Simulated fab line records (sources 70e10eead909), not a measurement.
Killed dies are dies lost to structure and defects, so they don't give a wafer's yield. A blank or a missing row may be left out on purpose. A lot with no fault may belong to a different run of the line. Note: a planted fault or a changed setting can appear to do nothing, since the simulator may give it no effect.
Comparing a struck lot with a sound one / flow nand-harc / 20 steps out of a route of 1302
Sound: wafers L410.1, L410.3, L410.6. Struck: wafer L420.2. (L420.4, L420.6 of the same lot were not struck and are left out.) The cause comes at the end.
Per side, at each step with rows, come the tool, then ch with its chambers, and then its first start. Under that, the readings that differ: sound wafers / struck wafers / difference of the means / sigmas: that difference in standard deviations of wafers without a fault.
alike: readings with means less than 2 such deviations apart, plus words and numbers identical on both sides. not compared: withheld readings, readings lacking a value on some wafer, bounds such as >300 that could conceal the same value, and numbers that have no deviation in the record and whose values overlap.
A row with sigmas, a row that says differs or no value, or rows on one side alone: a step with any of these is where the two part. Numbers that don't overlap but have no deviation are shown without sigmas and don't part them. A reading missing from all wafers of one side parts the sides only when that side holds two or more wafers.

first, 1 step without rows for these wafers: NHARC_A_BLC_SRD_27.
NHARC_A_BLC_INSPECT_28:
  sound: defect-inspect-01 at day 25 13:57; struck: defect-inspect-01 at day 29 22:13
  alike: raw-defect-count
then, 9 steps without rows for these wafers: NHARC_A_M0_DEP_00 (deposits SiOC, target thk 150 nm); NHARC_A_M0_DEHYDRATE_01 (time 120 s); NHARC_A_M0_HMDS_02 (time 30 s); NHARC_A_M0_COAT_33 (time 65 s); NHARC_A_M0_COAT_03 (resist thk 90 nm); NHARC_A_M0_SOFTBAKE_04 (time 55 s); NHARC_A_M0_EBR_05; NHARC_A_M0_EXPOSE_06 (exposes mask A M0, target cd 80 nm); NHARC_A_M0_PEB_07 (peb time 65 s).
NHARC_A_M0_DEVELOP_08: develop time 35 s.
  sound on litho-track-01 ch 0, day 25 14:00; struck on litho-track-04 ch 0, day 29 23:00
  alike: chill-plate-temp-C
NHARC_A_M0_CD_MEAS_09: target cd 80 nm.
  sound on cd-sem-03 ch 0, day 25 14:44; struck on cd-sem-01 ch 0, day 29 23:08
reading=cd-nm (nm); sound=80.4 80.2 79.4; struck=77.8; difference=-2.2; sigmas=-4
NHARC_A_M0_OVL_MEAS_10: pitch 160 nm.
  sound: overlay-02 at day 25 14:50; struck: overlay-01 at day 29 23:13
reading=overlay-x-nm (nm); sound=-1.1 -1.0 -0.5; struck=0.7; difference=+1.6; sigmas=+2
reading=overlay-y-nm (nm); sound=0.9 0.8 1.0; struck=-0.6; difference=-1.5; sigmas=-2
NHARC_A_M0_INSPECT_11:
  sound: defect-inspect-01 at day 25 14:52; struck: defect-inspect-01 at day 29 23:15
  alike: raw-defect-count
NHARC_A_M0_DESCUM_14: chemistry O2, time 3 s.
  sound on rie-diel-12 ch 0,2,3, day 25 14:56; struck on rie-diel-12 ch 0, day 29 23:19
reading=oes-product-au (a.u.); sound=1.025 1.011 1.009; struck=0.971; difference=-0.044; sigmas=-4
reading=model.A_M0.cd-nm (nm); sound=80.54 80.27 78.94; struck=77.96; difference=-1.96; sigmas=
  alike: drypump-motor-current-A, rf-vpp-V, showerhead-plenum-p-Torr, throttle-valve-pct
  not compared: rf-hours-counter-h
NHARC_A_M0_ETCH_34: etches the open film in N2/H2, target depth 40 nm, overetch 12 nm, time 43.94 s.
  sound on rie-diel-12 ch 0,1, day 25 15:01; struck on rie-diel-12 ch 1, day 29 23:24
reading=n2-flow-sccm (sccm); sound=150.4 150.4 150.4; struck=149.1; difference=-1.3; sigmas=-3
reading=oes-product-au (a.u.); sound=1.018 1.013 1.019; struck=0.993; difference=-0.024; sigmas=-2
  alike: drypump-motor-current-A, h2-flow-sccm, rf-fwd-power-W, rf-vpp-V, showerhead-plenum-p-Torr, throttle-valve-pct
  not compared: rf-hours-counter-h
NHARC_A_M0_ETCH_15: etches the open film in C4F8/Ar, target depth 150 nm, overetch 15 nm, time 82.5 s.
  sound on rie-diel-12 ch 0,3; struck on rie-diel-12 ch 3
reading=rf-vpp-V (V); sound=444.5 436.0 437.9; struck=445.3; difference=+5.8; sigmas=+2
reading=model.A_M0.cd-nm (nm); sound=81.13 80.43 79.45; struck=77.42; difference=-2.92; sigmas=
  alike: oes-product-au, rf-fwd-power-W
  not compared: rf-hours-counter-h
NHARC_A_M0_CD_MEAS_16:
  sound: cd-sem-02 at day 25 15:14; struck: cd-sem-02 at day 29 23:37
reading=cd-nm (nm); sound=81.3 80.2 79.4; struck=77.4; difference=-2.9; sigmas=-4
NHARC_END_SORT_01:
  sound on prober-02 ch 0, day 27 05:26; struck on prober-02 ch 0, day 31 18:22
  alike: defect-limited-yield, killed-at-array, killed-at-other, killed-at-periphery, killed-dies, killed-open, killed-short, sort_bin_2_pct, sort_bin_3_pct, sort_bin_4_pct, sort-n-pass, sort-rim-yield-pct, sort-yield-pct

## WHERE THEY PART
Last at NHARC_A_M0_CD_MEAS_16 as far as this record goes, first at NHARC_A_M0_CD_MEAS_09. Later steps at which nothing parts them and some readings are alike: NHARC_END_SORT_01.

WHY: what had been put in by the simulator
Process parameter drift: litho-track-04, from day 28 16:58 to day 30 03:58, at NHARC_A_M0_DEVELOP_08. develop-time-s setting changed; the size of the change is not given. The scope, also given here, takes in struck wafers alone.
